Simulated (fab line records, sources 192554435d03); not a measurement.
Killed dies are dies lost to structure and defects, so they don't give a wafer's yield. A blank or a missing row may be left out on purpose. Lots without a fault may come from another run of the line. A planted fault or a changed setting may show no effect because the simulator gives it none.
Tool commonality check | flow n5_finfet | 10 lots, 30 wafers sampled

WHY IT WAS OPENED
At N5_BEOL_M15_CD_MEAS_28 the reading cd_nm is flagged on 2 of 10 lots. Wafers without a fault read 408.6 nm, standard deviation 2.2.
Rule: a lot is flagged when every wafer of it that has a number lies more than 4 standard deviations from that mean, or none has a number. The other lots count as sound.

lot  | measured     | on        | cd_nm (nm), wafer by wafer | flag
L451 | day 11 16:54 | cd_sem-01 | 406.8 408.8 408.0          |
L455 | day 12 19:04 | cd_sem-01 | 405.1 408.8 407.0          |
L456 | day 13 03:46 | cd_sem-03 | 409.2 408.5 410.3          |
L458 | day 13 14:38 | cd_sem-02 | 408.0 409.3 407.7          |
L460 | day 14 10:56 | cd_sem-02 | 411.7 410.4 408.9          |
L459 | day 15 02:30 | cd_sem-01 | 409.1 410.5 409.1          |
L463 | day 15 15:32 | cd_sem-02 | 408.9 410.6 411.1          |
L468 | day 16 13:56 | cd_sem-02 | 395.4 395.1 392.6          | FLAGGED
L467 | day 17 04:11 | cd_sem-02 | 408.4 404.8 407.4          |
L470 | day 17 18:00 | cd_sem-03 | 395.4 396.5 395.1          | FLAGGED
The numbers of the flagged lots are 395.0 nm on average: -13.6 nm against the usual, or -6 standard deviations.

WHICH TOOL RAN EACH LOT
The record holds 1 process step before the reading, out of a route of 1938 steps. In each cell: the tool, then ch and the chambers that the sampled wafers went through, then the start.
lot  | flag    | N5_BEOL_M15_EXPOSE_25
L451 |         | krf_scanner-01 ch 0, day 11 16:44
L455 |         | krf_scanner-02 ch 0, day 12 18:53
L456 |         | krf_scanner-01 ch 0, day 13 03:35
L458 |         | krf_scanner-02 ch 0, day 13 14:28
L460 |         | krf_scanner-01 ch 0, day 14 10:46
L459 |         | krf_scanner-02 ch 0, day 15 02:20
L463 |         | krf_scanner-01 ch 0, day 15 15:22
L468 | FLAGGED | krf_scanner-01 ch 0, day 16 13:46
L467 |         | krf_scanner-02 ch 0, day 17 04:00
L470 | FLAGGED | krf_scanner-01 ch 0, day 17 17:50
What these steps do:
- N5_BEOL_M15_EXPOSE_25: exposes mask M15, target cd 400 nm.
- N5_BEOL_M15_CD_MEAS_28: target cd 407.6 nm.

FLAGGED OVER TOTAL, TOOL BY TOOL (the gauges that took the reading come last)
step                   | tool           | lots run | flagged | share of the flagged lots | sound lots run after its first flagged lot
N5_BEOL_M15_EXPOSE_25  | krf_scanner-01 | 6        | 2       | all                       | 0
N5_BEOL_M15_EXPOSE_25  | krf_scanner-02 | 4        | 0       | none                      | -
N5_BEOL_M15_CD_MEAS_28 | cd_sem-01      | 3        | 0       | none                      | -
N5_BEOL_M15_CD_MEAS_28 | cd_sem-02      | 5        | 1       | some                      | 1 (L467)
N5_BEOL_M15_CD_MEAS_28 | cd_sem-03      | 2        | 1       | some                      | 0

WHAT THE TABLE ALLOWS
1 row of the table ran every flagged lot: krf_scanner-01 at N5_BEOL_M15_EXPOSE_25.
- krf_scanner-01 at N5_BEOL_M15_EXPOSE_25: 2 of its 6 lots flagged. Its last sound lot is L463 (day 15 15:22), its first flagged lot L468 (day 16 13:46): a fault that began between those two fits. Its own readings lie more than 4 standard deviations out on every wafer of the flagged lots: exposure_dose_mJ_cm2.
One tool is left: krf_scanner-01 at N5_BEOL_M15_EXPOSE_25.

WHAT THE SIMULATOR HAD PUT IN
Process parameter drift: krf_scanner-01, from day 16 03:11 on, at N5_BEOL_M15_EXPOSE_25. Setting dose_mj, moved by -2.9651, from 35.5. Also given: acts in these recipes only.
Lots struck among those shown: L468, L470. The rule above found the same.
